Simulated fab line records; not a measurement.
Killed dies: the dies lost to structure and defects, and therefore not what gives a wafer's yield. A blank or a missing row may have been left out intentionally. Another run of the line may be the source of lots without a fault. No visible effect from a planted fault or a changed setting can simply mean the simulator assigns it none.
What tool caused it?    flow n5Finfet    23 lots with 69 wafers sampled at 6 steps, on a route of 1938 steps

WHAT EACH GAUGE READ, for each wafer
N5_SPACER0_INSPECT_04: inspects for defects (darkfield).
lot   measured     on                rawDefectCount
L074  day 3 00:46  defectInspect-01  96 91 105
L075  day 3 08:03  defectInspect-01  143 122 185
L076  day 3 12:57  defectInspect-01  210 141 173
L077  day 3 20:20  defectInspect-01  131 125 94
L078  day 4 01:10  defectInspect-01  160 126 98
L079  day 4 06:22  defectInspect-02  122 144 176
L080  day 4 12:14  defectInspect-01  83 87 114
L081  day 4 19:08  defectInspect-01  154 88 133
L082  day 5 02:08  defectInspect-01  152 115 131
L083  day 5 07:54  defectInspect-02  131 115 134
L084  day 5 14:54  defectInspect-01  178 90 122
L085  day 5 19:34  defectInspect-01  92 80 105
L086  day 6 02:40  defectInspect-01  94 154 181
L087  day 6 07:35  defectInspect-01  154 69 144
L088  day 6 11:43  defectInspect-02  159 176 113
L089  day 6 17:56  defectInspect-01  158 137 94
L090  day 7 00:02  defectInspect-02  161 133 188
L091  day 7 07:04  defectInspect-02  176 192 108
L092  day 7 14:13  defectInspect-02  107 107 120
L093  day 7 19:00  defectInspect-02  150 176 128
L095  day 8 06:31  defectInspect-01  131 80 129
L096  day 8 11:47  defectInspect-01  133 167 114
L097  day 8 21:08  defectInspect-02  124 127 156

N5_SD_EPI_N_CD_MEAS_09 targets a cd of 120 nm.
lot   measured     on        cdNm (nm)
L074  day 3 01:10  cdSem-01  120.8 121.3 120.4
L075  day 3 08:28  cdSem-03  120.6 121.6 121.2
L076  day 3 13:14  cdSem-01  120.4 119.3 119.7
L077  day 3 20:44  cdSem-01  119.3 120.4 119.4
L078  day 4 01:26  cdSem-03  119.8 119.4 119.5
L079  day 4 06:46  cdSem-03  120.4 120.2 120.6
L080  day 4 12:39  cdSem-01  120.1 120.5 120.8
L081  day 4 19:32  cdSem-03  120.2 122.0 121.0
L082  day 5 02:25  cdSem-02  118.1 119.3 120.2
L083  day 5 08:18  cdSem-02  119.8 118.9 119.7
L084  day 5 15:18  cdSem-03  121.0 120.4 120.9
L085  day 5 19:51  cdSem-03  118.8 119.0 119.4
L086  day 6 03:04  cdSem-01  120.7 119.6 120.3
L087  day 6 07:59  cdSem-01  118.8 119.7 119.1
L088  day 6 11:59  cdSem-03  120.3 121.0 120.2
L089  day 6 18:20  cdSem-02  119.7 119.1 119.9
L090  day 7 00:19  cdSem-02  120.2 119.4 120.9
L091  day 7 07:20  cdSem-01  120.7 120.2 120.1
L092  day 7 14:36  cdSem-02  119.4 119.8 120.6
L093  day 7 19:16  cdSem-01  119.9 119.9 120.3
L095  day 8 06:47  cdSem-01  120.1 121.5 120.2
L096  day 8 12:04  cdSem-01  119.8 120.2 120.3
L097  day 8 21:32  cdSem-01  118.9 119.6 120.1

WHICH TOOL RAN EACH LOT (tool, then ch and the chambers of the sampled wafers, then the start)
lot   N5_FIN_CUT_DESCUM_13              N5_STI_FIN_REVEAL_STRIP_24        N5_DUMMY_GATE_ETCH_32           N5_DUMMY_GATE_ETCH_23
L074  rieDiel-02 ch 0,2,3, day 2 04:02  rieDiel-01 ch 1,2, day 2 11:21    rieSi-03 ch 1,2,3, day 2 23:40  rieSi-03 ch 1,2,3, day 2 23:43
L075  rieDiel-02 ch 0,1,3, day 2 10:10  rieDiel-05 ch 0,1,2, day 2 16:47  rieSi-01 ch 0,1,3, day 3 06:53  rieSi-01 ch 0,1,3, day 3 06:55
L076  rieDiel-04 ch 0,1,3, day 2 16:28  rieDiel-03 ch 1,2,3, day 2 23:04  rieSi-01 ch 1,2,3, day 3 11:35  rieSi-01 ch 1,2,3, day 3 11:37
L077  rieDiel-02 ch 0,1,2, day 2 20:26  rieDiel-03 ch 0,1, day 3 04:35    rieSi-01 ch 0,3, day 3 19:14    rieSi-01 ch 0,3, day 3 19:17
L078  rieDiel-06 ch 0,1,2, day 3 02:53  rieDiel-03 ch 1,3, day 3 09:36    rieSi-01 ch 0,1, day 3 22:13    rieSi-01 ch 0,1, day 3 22:14
L079  rieDiel-02 ch 0,1,3, day 3 08:43  rieDiel-05 ch 0,1,3, day 3 15:24  rieSi-03 ch 0,1, day 4 04:08    rieSi-03 ch 0,1, day 4 04:10
L080  rieDiel-06 ch 1,3, day 3 14:38    rieDiel-03 ch 1,3, day 3 21:36    rieSi-01 ch 0,1, day 4 10:40    rieSi-01 ch 0,1, day 4 10:43
L081  rieDiel-04 ch 0,2, day 3 20:49    rieDiel-05 ch 0,1,3, day 4 04:02  rieSi-03 ch 0,2,3, day 4 16:28  rieSi-03 ch 0,2,3, day 4 16:30
L082  rieDiel-02 ch 0,2,3, day 4 04:13  rieDiel-03 ch 0,3, day 4 12:00    rieSi-05 ch 0,2,3, day 5 00:27  rieSi-05 ch 0,2,3, day 5 00:29
L083  rieDiel-04 ch 1,2, day 4 11:26    rieDiel-01 ch 0,1, day 4 18:17    rieSi-01 ch 1,3, day 5 06:49    rieSi-01 ch 1,3, day 5 06:51
L084  rieDiel-02 ch 2,3, day 4 15:07    rieDiel-01 ch 2,3, day 4 23:37    rieSi-05 ch 1,2,3, day 5 13:49  rieSi-05 ch 1,2,3, day 5 13:51
L085  rieDiel-04 ch 0,1,2, day 4 21:53  rieDiel-01 ch 0,2,3, day 5 06:12  rieSi-05 ch 1,2, day 5 18:29    rieSi-05 ch 1,2, day 5 18:31
L086  rieDiel-06 ch 0,1,3, day 5 05:31  rieDiel-03 ch 0,1,3, day 5 12:39  rieSi-05 ch 0,2,3, day 6 01:23  rieSi-05 ch 0,2,3, day 6 01:25
L087  rieDiel-04 ch 0,3, day 5 10:20    rieDiel-01 ch 0,2,3, day 5 17:50  rieSi-05 ch 0,1, day 6 06:20    rieSi-05 ch 0,1, day 6 06:22
L088  rieDiel-06 ch 0,1, day 5 14:32    rieDiel-05 ch 0,2, day 5 21:30    rieSi-01 ch 1,2, day 6 10:22    rieSi-01 ch 1,2, day 6 10:23
L089  rieDiel-04 ch 2,3, day 5 21:12    rieDiel-03 ch 0,3, day 6 03:55    rieSi-01 ch 0,2,3, day 6 16:44  rieSi-01 ch 0,2,3, day 6 16:46
L090  rieDiel-04 ch 2,3, day 6 03:28    rieDiel-05 ch 1,2, day 6 10:25    rieSi-05 ch 1,2,3, day 6 22:51  rieSi-05 ch 1,2,3, day 6 22:53
L091  rieDiel-02 ch 0,3, day 6 09:56    rieDiel-01 ch 0,3, day 6 17:26    rieSi-03 ch 1,3, day 7 05:48    rieSi-03 ch 1,3, day 7 05:50
L092  rieDiel-02 ch 1,2,3, day 6 16:21  rieDiel-01 ch 1,2, day 7 00:13    rieSi-05 ch 0,1,3, day 7 13:07  rieSi-05 ch 0,1,3, day 7 13:08
L093  rieDiel-02 ch 1,2,3, day 6 22:36  rieDiel-05 ch 0,1,3, day 7 05:20  rieSi-05 ch 0,1,2, day 7 17:55  rieSi-05 ch 0,1,2, day 7 17:56
L095  rieDiel-06 ch 0,1,3, day 7 09:52  rieDiel-03 ch 0,1, day 7 16:47    rieSi-01 ch 1,2, day 8 05:08    rieSi-01 ch 1,2, day 8 05:10
L096  rieDiel-06 ch 1,2,3, day 7 14:42  rieDiel-03 ch 0,1,3, day 7 21:21  rieSi-01 ch 0,1,2, day 8 09:47  rieSi-01 ch 0,1,2, day 8 09:49
L097  rieDiel-06 ch 0,3, day 7 20:44    rieDiel-05 ch 2,3, day 8 03:39    rieSi-03 ch 0,2, day 8 17:56    rieSi-03 ch 0,2, day 8 17:58
- N5_FIN_CUT_DESCUM_13: chemistry O2, time 7 s.
- N5_STI_FIN_REVEAL_STRIP_24: strips in N2/H2, time 90 s.
- N5_DUMMY_GATE_ETCH_32: etches SiO2 in CF4, target depth 3.5 nm, time 3.9 s.
- N5_DUMMY_GATE_ETCH_23: etches poly-Si in HBr/Cl2/O2, target depth 41 nm, time 22.3 s.

WHAT THE TOOLS THEMSELVES READ (means of the sampled wafers that have a number; where no wafer has one, the mark that the record gives instead)
N5_FIN_CUT_DESCUM_13.
lot   tool        chamberPressureMTorr (mTorr)  drypumpMotorCurrentA (A)  oesProductAu (a.u.)  rfVppV (V)  showerheadPlenumPTorr (Torr)  throttleValvePct (%)
L074  rieDiel-02  20.018                        5.8                       0.85                 242.9       2.17                          20.50
L075  rieDiel-02  19.989                        5.5                       0.90                 244.5       2.24                          20.32
L076  rieDiel-04  20.000                        5.7                       0.71                 243.0       2.10                          20.54
L077  rieDiel-02  20.002                        5.8                       0.88                 243.7       2.18                          20.60
L078  rieDiel-06  19.989                        5.9                       0.84                 243.0       2.11                          20.33
L079  rieDiel-02  20.005                        5.5                       0.88                 244.7       2.24                          20.31
L080  rieDiel-06  19.995                        5.8                       0.83                 243.4       2.14                          20.21
L081  rieDiel-04  20.004                        5.4                       0.81                 242.5       2.04                          20.44
L082  rieDiel-02  19.996                        5.8                       0.84                 243.8       2.16                          20.52
L083  rieDiel-04  19.995                        5.4                       0.81                 241.7       2.04                          20.38
L084  rieDiel-02  20.007                        6.3                       0.86                 243.6       2.11                          20.54
L085  rieDiel-04  20.015                        5.5                       0.75                 243.1       2.06                          20.41
L086  rieDiel-06  20.004                        5.8                       0.80                 242.9       2.09                          20.35
L087  rieDiel-04  20.006                        5.9                       0.86                 243.2       2.12                          20.46
L088  rieDiel-06  20.003                        5.8                       0.78                 241.0       2.03                          20.45
L089  rieDiel-04  19.986                        5.8                       0.91                 243.0       2.10                          20.46
L090  rieDiel-04  20.010                        5.6                       0.88                 244.1       2.06                          20.45
L091  rieDiel-02  19.999                        5.6                       0.82                 245.0       2.22                          20.26
L092  rieDiel-02  20.009                        6.0                       0.86                 244.4       2.17                          20.37
L093  rieDiel-02  19.999                        6.0                       0.86                 243.8       2.17                          20.38
L095  rieDiel-06  20.010                        5.8                       0.78                 243.2       2.08                          20.37
L096  rieDiel-06  20.018                        5.9                       0.82                 244.0       2.15                          20.25
L097  rieDiel-06  19.983                        5.6                       0.74                 242.5       2.07                          20.58

N5_STI_FIN_REVEAL_STRIP_24.
lot   tool        chamberPressureMTorr (mTorr)  drypumpMotorCurrentA (A)  oesProductAu (a.u.)  rfVppV (V)  showerheadPlenumPTorr (Torr)  throttleValvePct (%)
L074  rieDiel-01  100.08                        5.7                       0.70                 45.6        3.44                          12.5
L075  rieDiel-05  100.01                        5.8                       0.80                 45.8        3.48                          12.2
L076  rieDiel-03  99.98                         6.1                       0.77                 45.8        3.40                          12.4
L077  rieDiel-03  100.04                        5.9                       0.71                 45.1        3.25                          12.3
L078  rieDiel-03  99.88                         6.1                       0.83                 45.9        3.49                          12.3
L079  rieDiel-05  99.99                         5.5                       0.80                 46.1        3.44                          12.2
L080  rieDiel-03  99.95                         6.0                       0.82                 45.8        3.49                          12.2
L081  rieDiel-05  99.93                         5.6                       0.80                 44.8        3.43                          12.2
L082  rieDiel-03  100.10                        5.6                       0.75                 45.0        3.33                          12.3
L083  rieDiel-01  100.07                        5.3                       0.92                 45.0        3.35                          11.8
L084  rieDiel-01  100.01                        5.6                       0.78                 45.3        3.35                          12.5
L085  rieDiel-01  100.02                        5.4                       0.84                 45.9        3.33                          12.2
L086  rieDiel-03  99.99                         6.0                       0.85                 45.7        3.36                          12.1
L087  rieDiel-01  99.95                         5.4                       0.83                 45.4        3.32                          12.2
L088  rieDiel-05  100.16                        6.0                       0.75                 46.1        3.52                          12.2
L089  rieDiel-03  99.94                         5.6                       0.74                 45.4        3.32                          12.3
L090  rieDiel-05  100.07                        5.7                       0.74                 45.4        3.40                          12.6
L091  rieDiel-01  99.87                         5.2                       0.88                 45.3        3.30                          11.9
L092  rieDiel-01  100.01                        5.7                       0.78                 45.4        3.39                          12.5
L093  rieDiel-05  99.97                         5.5                       0.76                 45.7        3.42                          12.2
L095  rieDiel-03  100.03                        6.3                       0.85                 45.4        3.27                          12.0
L096  rieDiel-03  99.93                         5.9                       0.82                 44.7        3.35                          12.1
L097  rieDiel-05  100.04                        6.0                       0.70                 45.9        3.45                          12.5

N5_DUMMY_GATE_ETCH_32.
lot   tool      chamberPressureMTorr (mTorr)  drypumpMotorCurrentA (A)  oesProductAu (a.u.)  throttleValvePct (%)
L074  rieSi-03  10.003                        5.7                       1.001                21.63
L075  rieSi-01  10.014                        5.4                       0.998                21.86
L076  rieSi-01  10.001                        5.5                       0.998                22.07
L077  rieSi-01  10.003                        5.5                       1.013                21.82
L078  rieSi-01  10.008                        5.2                       1.005                21.61
L079  rieSi-03  10.012                        5.5                       0.999                21.76
L080  rieSi-01  9.998                         5.2                       1.009                21.62
L081  rieSi-03  10.007                        5.8                       1.008                21.84
L082  rieSi-05  10.010                        5.6                       1.009                21.74
L083  rieSi-01  9.998                         5.6                       0.980                22.09
L084  rieSi-05  9.998                         5.8                       1.018                21.70
L085  rieSi-05  10.005                        5.5                       1.027                21.64
L086  rieSi-05  10.004                        5.5                       1.012                21.75
L087  rieSi-05  9.997                         6.1                       1.012                21.82
L088  rieSi-01  10.002                        5.5                       1.003                22.05
L089  rieSi-01  9.995                         5.6                       1.004                22.02
L090  rieSi-05  10.001                        5.8                       1.013                21.70
L091  rieSi-03  10.006                        5.5                       1.013                21.46
L092  rieSi-05  9.993                         6.0                       1.004                21.80
L093  rieSi-05  9.996                         5.7                       1.025                21.76
L095  rieSi-01  10.003                        5.6                       1.009                22.05
L096  rieSi-01  9.997                         5.4                       0.998                21.83
L097  rieSi-03  10.001                        5.7                       1.013                21.99

N5_DUMMY_GATE_ETCH_23.
lot   tool      chamberPressureMTorr (mTorr)  drypumpMotorCurrentA (A)  oesProductAu (a.u.)  throttleValvePct (%)
L074  rieSi-03  9.998                         5.8                       0.994                37.1
L075  rieSi-01  10.004                        5.4                       0.993                37.3
L076  rieSi-01  9.998                         5.5                       0.998                37.6
L077  rieSi-01  9.996                         5.5                       1.015                37.3
L078  rieSi-01  10.004                        5.2                       1.003                37.0
L079  rieSi-03  10.004                        5.5                       1.003                37.1
L080  rieSi-01  10.007                        5.2                       1.001                37.0
L081  rieSi-03  10.002                        5.7                       1.013                37.4
L082  rieSi-05  10.004                        5.6                       1.005                37.3
L083  rieSi-01  9.999                         5.6                       0.987                37.5
L084  rieSi-05  10.005                        5.8                       1.010                37.2
L085  rieSi-05  9.997                         5.4                       1.032                37.2
L086  rieSi-05  9.994                         5.6                       1.001                37.3
L087  rieSi-05  10.007                        6.1                       1.003                37.3
L088  rieSi-01  9.997                         5.5                       0.997                37.6
L089  rieSi-01  10.004                        5.6                       1.008                37.6
L090  rieSi-05  9.997                         5.8                       1.013                37.2
L091  rieSi-03  10.012                        5.6                       1.007                36.9
L092  rieSi-05  9.997                         6.1                       1.000                37.3
L093  rieSi-05  10.004                        5.7                       1.014                37.3
L095  rieSi-01  10.005                        5.5                       1.000                37.6
L096  rieSi-01  9.986                         5.4                       1.002                37.3
L097  rieSi-03  10.001                        5.7                       1.017                37.5

THE ANSWER, worked out from the rows above alone
Rule: what is usual is taken from the lots themselves. The widest of any qualifying gaps counts: lots, ordered by their means at a reading, are off when they make up no more than a third of the lots, leave a main group of 4 or more, and stand apart from it by 3 or more times the standard deviation of that group's means. A main group whose means are all the same, to the digits that the tables above print for the reading, isn't used. A lot without any number at a reading at which 4 lots or more have one is off too. Any other lot the step has rows for is counted as sound. The gauges are gone through in route order, then the tools' own readings, and for those a lot's mean is taken as printed above. At the first step where some lot is off, the reading lying furthest off is the one used; lots without a number count as furthest.
Across all readings shown, no lot is off: no conclusion can be drawn from this.

WHAT HAD BEEN PUT IN BY THE SIMULATOR
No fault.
